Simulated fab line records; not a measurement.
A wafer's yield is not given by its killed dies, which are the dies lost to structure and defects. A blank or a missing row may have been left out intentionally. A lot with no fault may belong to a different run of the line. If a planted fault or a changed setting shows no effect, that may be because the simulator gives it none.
Split-lot experiment :: flow n5_finfet :: 39 wafers read from 7 lots, route of 1938 steps

== THE SPLIT ITSELF ==
At N5_BEOL_M1_ILD_DEP_00 (deposits SiOC from DEMS/O2, target thk 79 nm, time 15.3 s), the setting time_s was moved away from the recipe's 15.3 s on 9 of the 39 wafers read, by -39.1% to +43.7%. For the rest of the wafers, this setting stayed at what the recipe calls for.

Split to reading: the file shows no intervening step.

== THE READING ==
M1_ILD_THK at N5_BEOL_M1_THK_MEAS_01, in nm. Typical for fault-free wafers on this fab line: 79.1 nm, with standard deviation 1 nm.

wafer: L078.1
tool, chamber at the split: pecvd-02, 2
time_s as run, s: 15.3
against the recipe: recipe
M1_ILD_THK, nm: 78.2
against lot-mates on the recipe: -

wafer: L078.2
tool, chamber at the split: pecvd-02, 0
time_s as run, s: 21.98
against the recipe: +43.7%
M1_ILD_THK, nm: 111.3
against lot-mates on the recipe: +32.3

wafer: L078.3
tool, chamber at the split: pecvd-02, 1
time_s as run, s: 15.3
against the recipe: recipe
M1_ILD_THK, nm: 79.1
against lot-mates on the recipe: -

wafer: L078.4
tool, chamber at the split: pecvd-02, 1
time_s as run, s: 21.98
against the recipe: +43.7%
M1_ILD_THK, nm: 113.8
against lot-mates on the recipe: +34.8

wafer: L078.5
tool, chamber at the split: pecvd-02, 2
time_s as run, s: 21.98
against the recipe: +43.7%
M1_ILD_THK, nm: 112.8
against lot-mates on the recipe: +33.8

wafer: L078.6
tool, chamber at the split: pecvd-02, 0
time_s as run, s: 15.3
against the recipe: recipe
M1_ILD_THK, nm: 79.8
against lot-mates on the recipe: -

wafer: L080.1
tool, chamber at the split: pecvd-02, 0
time_s as run, s: 18.81
against the recipe: +22.9%
M1_ILD_THK, nm: 94.9
against lot-mates on the recipe: +15.4

wafer: L080.2
tool, chamber at the split: pecvd-02, 2
time_s as run, s: 18.81
against the recipe: +22.9%
M1_ILD_THK, nm: 95.5
against lot-mates on the recipe: +16.0

wafer: L080.3
tool, chamber at the split: pecvd-02, 1
time_s as run, s: 15.3
against the recipe: recipe
M1_ILD_THK, nm: 79.6
against lot-mates on the recipe: -

wafer: L080.4
tool, chamber at the split: pecvd-02, 0
time_s as run, s: 15.3
against the recipe: recipe
M1_ILD_THK, nm: 80.2
against lot-mates on the recipe: -

wafer: L080.5
tool, chamber at the split: pecvd-02, 1
time_s as run, s: 18.81
against the recipe: +22.9%
M1_ILD_THK, nm: 96.7
against lot-mates on the recipe: +17.2

wafer: L080.6
tool, chamber at the split: pecvd-02, 2
time_s as run, s: 15.3
against the recipe: recipe
M1_ILD_THK, nm: 78.6
against lot-mates on the recipe: -

wafer: L079.1
tool, chamber at the split: pecvd-01, 2
time_s as run, s: 15.3
against the recipe: recipe
M1_ILD_THK, nm: 77.9
against lot-mates on the recipe: -

wafer: L079.2
tool, chamber at the split: pecvd-01, 0
time_s as run, s: 15.3
against the recipe: recipe
M1_ILD_THK, nm: 77.6
against lot-mates on the recipe: -

wafer: L079.3
tool, chamber at the split: pecvd-01, 1
time_s as run, s: 15.3
against the recipe: recipe
M1_ILD_THK, nm: 79.2
against lot-mates on the recipe: -

wafer: L079.4
tool, chamber at the split: pecvd-01, 0
time_s as run, s: 15.3
against the recipe: recipe
M1_ILD_THK, nm: 78.7
against lot-mates on the recipe: -

wafer: L079.5
tool, chamber at the split: pecvd-01, 1
time_s as run, s: 15.3
against the recipe: recipe
M1_ILD_THK, nm: 80.3
against lot-mates on the recipe: -

wafer: L079.6
tool, chamber at the split: pecvd-01, 2
time_s as run, s: 15.3
against the recipe: recipe
M1_ILD_THK, nm: 79.3
against lot-mates on the recipe: -

wafer: L081.1
tool, chamber at the split: pecvd-01, 2
time_s as run, s: 15.3
against the recipe: recipe
M1_ILD_THK, nm: 78.0
against lot-mates on the recipe: -

wafer: L081.2
tool, chamber at the split: pecvd-01, 0
time_s as run, s: 9.312
against the recipe: -39.1%
M1_ILD_THK, nm: 47.5
against lot-mates on the recipe: -31.7

wafer: L081.3
tool, chamber at the split: pecvd-01, 1
time_s as run, s: 9.312
against the recipe: -39.1%
M1_ILD_THK, nm: 48.9
against lot-mates on the recipe: -30.3

wafer: L081.4
tool, chamber at the split: pecvd-01, 1
time_s as run, s: 15.3
against the recipe: recipe
M1_ILD_THK, nm: 80.2
against lot-mates on the recipe: -

wafer: L081.5
tool, chamber at the split: pecvd-01, 0
time_s as run, s: 15.3
against the recipe: recipe
M1_ILD_THK, nm: 79.5
against lot-mates on the recipe: -

wafer: L081.6
tool, chamber at the split: pecvd-01, 2
time_s as run, s: 9.312
against the recipe: -39.1%
M1_ILD_THK, nm: 48.8
against lot-mates on the recipe: -30.4

wafer: L083.1
tool, chamber at the split: pecvd-01, 1
time_s as run, s: 15.3
against the recipe: recipe
M1_ILD_THK, nm: 79.1
against lot-mates on the recipe: -

wafer: L083.2
tool, chamber at the split: pecvd-01, 2
time_s as run, s: 15.3
against the recipe: recipe
M1_ILD_THK, nm: 78.9
against lot-mates on the recipe: -

wafer: L083.6
tool, chamber at the split: pecvd-01, 0
time_s as run, s: 15.3
against the recipe: recipe
M1_ILD_THK, nm: 78.8
against lot-mates on the recipe: -

wafer: L096.1
tool, chamber at the split: pecvd-02, 1
time_s as run, s: 15.3
against the recipe: recipe
M1_ILD_THK, nm: 78.9
against lot-mates on the recipe: -

wafer: L096.2
tool, chamber at the split: pecvd-02, 0
time_s as run, s: 15.3
against the recipe: recipe
M1_ILD_THK, nm: 77.8
against lot-mates on the recipe: -

wafer: L096.3
tool, chamber at the split: pecvd-02, 2
time_s as run, s: 15.3
against the recipe: recipe
M1_ILD_THK, nm: 79.2
against lot-mates on the recipe: -

wafer: L096.4
tool, chamber at the split: pecvd-02, 1
time_s as run, s: 15.3
against the recipe: recipe
M1_ILD_THK, nm: 80.2
against lot-mates on the recipe: -

wafer: L096.5
tool, chamber at the split: pecvd-02, 0
time_s as run, s: 15.3
against the recipe: recipe
M1_ILD_THK, nm: 78.2
against lot-mates on the recipe: -

wafer: L096.6
tool, chamber at the split: pecvd-02, 2
time_s as run, s: 15.3
against the recipe: recipe
M1_ILD_THK, nm: 79.9
against lot-mates on the recipe: -

wafer: L097.1
tool, chamber at the split: pecvd-01, 1,0
time_s as run, s: 15.3
against the recipe: recipe
M1_ILD_THK, nm: 77.7
against lot-mates on the recipe: -

wafer: L097.2
tool, chamber at the split: pecvd-01, 2
time_s as run, s: 15.3
against the recipe: recipe
M1_ILD_THK, nm: 77.2
against lot-mates on the recipe: -

wafer: L097.3
tool, chamber at the split: pecvd-01, 1,0
time_s as run, s: 15.3
against the recipe: recipe
M1_ILD_THK, nm: 77.5
against lot-mates on the recipe: -

wafer: L097.4
tool, chamber at the split: pecvd-01, 1
time_s as run, s: 15.3
against the recipe: recipe
M1_ILD_THK, nm: 79.5
against lot-mates on the recipe: -

wafer: L097.5
tool, chamber at the split: pecvd-01, 2
time_s as run, s: 15.3
against the recipe: recipe
M1_ILD_THK, nm: 79.1
against lot-mates on the recipe: -

wafer: L097.6
tool, chamber at the split: pecvd-01, 0
time_s as run, s: 15.3
against the recipe: recipe
M1_ILD_THK, nm: 78.4
against lot-mates on the recipe: -
When a row names more than one chamber, that row covers several wafers, and the file does not tell which wafer ran in which chamber.

FIT RESULTS
A straight line over all 39 wafers: M1_ILD_THK changes by +0.771 nm for each +1% of time_s; r = +1.00; the points scatter about the line by 0.92 nm.
The same after taking each lot's own level away (the mean of its wafers on the recipe; 39 wafers): +0.77 nm for each +1%; r = +1.00; scatter 0.92 nm.
On that fit, the largest move of time_s shifts the reading by 34 nm.
Measured against the standard deviation above, the lots' own levels, which go from 78.23 to 79.47 nm, span 1.2 times it.
Consequently the slope shifts little with the lot-to-lot level, the two slopes agreeing.
Check: +33.7 nm against its lot-mates is what the line predicts for one of the wafers moved furthest among these (+43.7%) when that wafer is left out of the fit. It came out at +32.3 nm against them.

== THESE WAFERS: OTHER SPLITS ==
Other splits were also applied to these wafers ahead of the reading. Each is held against what the fit with the lots' levels taken away leaves over:
other split on the same wafers: N5_ZERO_LAYER_PECVD_02 time_s
wafers away from the commonest value: 15
r with M1_ILD_THK (lot level and that fit taken away): +0.14

other split on the same wafers: N5_FIN_SAQP_HM_DEP_03 time_s
wafers away from the commonest value: 18
r with M1_ILD_THK (lot level and that fit taken away): -0.14

other split on the same wafers: N5_SD_EPI_N_EPI_21 epi_growth_time_s
wafers away from the commonest value: 9
r with M1_ILD_THK (lot level and that fit taken away): +0.08

== THE WHOLE CHAIN: every reading that the file lists as answering this split, in the file's order ==
step: N5_BEOL_M1_ILD_DEP_00
what it does: deposits SiOC from DEMS/O2, target thk 79 nm, time 15.3 s
reading: SiOC_of_BEOL_M1_ILD_DEP_00.thk_nm (the simulator's own value, which no gauge read)
change (the file's fit): +0.769 nm for each +1% of the setting
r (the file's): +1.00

step: N5_BEOL_M1_THK_MEAS_01
what it does: 
reading: M1_ILD_THK
change (the file's fit): +0.769 for each +1% of the setting
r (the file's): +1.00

== FILE'S OWN FIT ==
M1_ILD_THK changes by +0.769 nm for each +1% of time_s, r = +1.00.
